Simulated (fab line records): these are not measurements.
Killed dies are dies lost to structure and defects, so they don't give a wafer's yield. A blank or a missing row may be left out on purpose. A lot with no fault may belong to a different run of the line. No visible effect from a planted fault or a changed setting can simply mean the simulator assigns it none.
Matching of chambers :: flow n5-finfet :: N5_BEOL_M7_ETCH_62 on rie-diel-06 has 4 sister chambers
The step etches SOC in N2/H2, target depth 110 nm, overetch 22 nm, time 165 s. 18 wafers are shown with their chamber, then 9 later ones without.

## WAFERS WITH THEIR CHAMBER
wafer: L076.2
chamber: 2
showerhead-plenum-p-Torr (Torr): 2.47
drypump-motor-current-A (A): 6.2
throttle-valve-pct (%): 17.80

wafer: L076.3
chamber: 3
showerhead-plenum-p-Torr (Torr): 2.44
drypump-motor-current-A (A): 5.2
throttle-valve-pct (%): 18.04

wafer: L076.4
chamber: 1
showerhead-plenum-p-Torr (Torr): 2.55
drypump-motor-current-A (A): 5.4
throttle-valve-pct (%): 17.18

wafer: L077.3
chamber: 0
showerhead-plenum-p-Torr (Torr): 2.65
drypump-motor-current-A (A): 5.9
throttle-valve-pct (%): 18.14

wafer: L077.4
chamber: 1
showerhead-plenum-p-Torr (Torr): 2.55
drypump-motor-current-A (A): 5.4
throttle-valve-pct (%): 17.18

wafer: L077.5
chamber: 0
showerhead-plenum-p-Torr (Torr): 2.65
drypump-motor-current-A (A): 5.9
throttle-valve-pct (%): 18.14

wafer: L078.1
chamber: 1
showerhead-plenum-p-Torr (Torr): 2.55
drypump-motor-current-A (A): 5.4
throttle-valve-pct (%): 17.17

wafer: L078.2
chamber: 3
showerhead-plenum-p-Torr (Torr): 2.44
drypump-motor-current-A (A): 5.2
throttle-valve-pct (%): 18.04

wafer: L078.4
chamber: 0
showerhead-plenum-p-Torr (Torr): 2.64
drypump-motor-current-A (A): 5.9
throttle-valve-pct (%): 18.14

wafer: L080.1
chamber: 0
showerhead-plenum-p-Torr (Torr): 2.64
drypump-motor-current-A (A): 5.9
throttle-valve-pct (%): 18.15

wafer: L080.2
chamber: 3
showerhead-plenum-p-Torr (Torr): 2.44
drypump-motor-current-A (A): 5.2
throttle-valve-pct (%): 18.06

wafer: L080.5
chamber: 2
showerhead-plenum-p-Torr (Torr): 2.47
drypump-motor-current-A (A): 6.1
throttle-valve-pct (%): 17.81

wafer: L084.3
chamber: 0
showerhead-plenum-p-Torr (Torr): 2.64
drypump-motor-current-A (A): 5.9
throttle-valve-pct (%): 18.16

wafer: L084.4
chamber: 3
showerhead-plenum-p-Torr (Torr): 2.44
drypump-motor-current-A (A): 5.2
throttle-valve-pct (%): 18.08

wafer: L084.6
chamber: 0
showerhead-plenum-p-Torr (Torr): 2.64
drypump-motor-current-A (A): 5.9
throttle-valve-pct (%): 18.16

wafer: L087.1
chamber: 1
showerhead-plenum-p-Torr (Torr): 2.54
drypump-motor-current-A (A): 5.4
throttle-valve-pct (%): 17.22

wafer: L087.5
chamber: 1
showerhead-plenum-p-Torr (Torr): 2.55
drypump-motor-current-A (A): 5.4
throttle-valve-pct (%): 17.22

wafer: L087.6
chamber: 0
showerhead-plenum-p-Torr (Torr): 2.64
drypump-motor-current-A (A): 5.9
throttle-valve-pct (%): 18.19

SIGNATURES, as means of the wafers listed above
reading: showerhead-plenum-p-Torr
chamber 0: 2.6429
chamber 1: 2.5480
chamber 2: 2.4700
chamber 3: 2.4400
scatter within a chamber: 0.00399

reading: drypump-motor-current-A
chamber 0: 5.900
chamber 1: 5.400
chamber 2: 6.150
chamber 3: 5.200
scatter within a chamber: 0.0189

reading: throttle-valve-pct
chamber 0: 18.1543
chamber 1: 17.1940
chamber 2: 17.8050
chamber 3: 18.0550
scatter within a chamber: 0.0197
Rule: a wafer's distance from a chamber is the root of the sum, over the readings, of the square of ((its reading less the chamber's mean) divided by the reading's scatter). The wafer belongs to the nearest chamber; if the next one is less than 2 further off, it can't be placed. The scatter: take each reading less its chamber's mean, square it, sum over the shown wafers, divide by the number of wafers less the number of chambers, and take the root.

## WAFERS WITHOUT THEIR CHAMBER
wafer: L089.3
showerhead-plenum-p-Torr (Torr): 2.63
drypump-motor-current-A (A): 5.9
throttle-valve-pct (%): 18.17

wafer: L089.5
showerhead-plenum-p-Torr (Torr): 2.63
drypump-motor-current-A (A): 5.9
throttle-valve-pct (%): 18.16

wafer: L089.6
showerhead-plenum-p-Torr (Torr): 2.54
drypump-motor-current-A (A): 5.4
throttle-valve-pct (%): 17.24

wafer: L091.2
showerhead-plenum-p-Torr (Torr): 2.43
drypump-motor-current-A (A): 5.2
throttle-valve-pct (%): 18.09

wafer: L091.3
showerhead-plenum-p-Torr (Torr): 2.54
drypump-motor-current-A (A): 5.4
throttle-valve-pct (%): 17.23

wafer: L091.5
showerhead-plenum-p-Torr (Torr): 2.54
drypump-motor-current-A (A): 5.4
throttle-valve-pct (%): 17.24

wafer: L094.3
showerhead-plenum-p-Torr (Torr): 2.54
drypump-motor-current-A (A): 5.4
throttle-valve-pct (%): 17.24

wafer: L094.4
showerhead-plenum-p-Torr (Torr): 2.63
drypump-motor-current-A (A): 5.9
throttle-valve-pct (%): 18.18

wafer: L094.6
showerhead-plenum-p-Torr (Torr): 2.63
drypump-motor-current-A (A): 5.9
throttle-valve-pct (%): 18.20

## WHICH CHAMBER EACH WENT THROUGH
wafer: L089.3
from the rows above: 0
in truth: 0

wafer: L089.5
from the rows above: 0
in truth: 0

wafer: L089.6
from the rows above: 1
in truth: 1

wafer: L091.2
from the rows above: 3
in truth: 3

wafer: L091.3
from the rows above: 1
in truth: 1

wafer: L091.5
from the rows above: 1
in truth: 1

wafer: L094.3
from the rows above: 1
in truth: 1

wafer: L094.4
from the rows above: 0
in truth: 0

wafer: L094.6
from the rows above: 0
in truth: 0
9 of 9 placed correctly. Number that these rows cannot place: 0. Placed wrongly: 0.
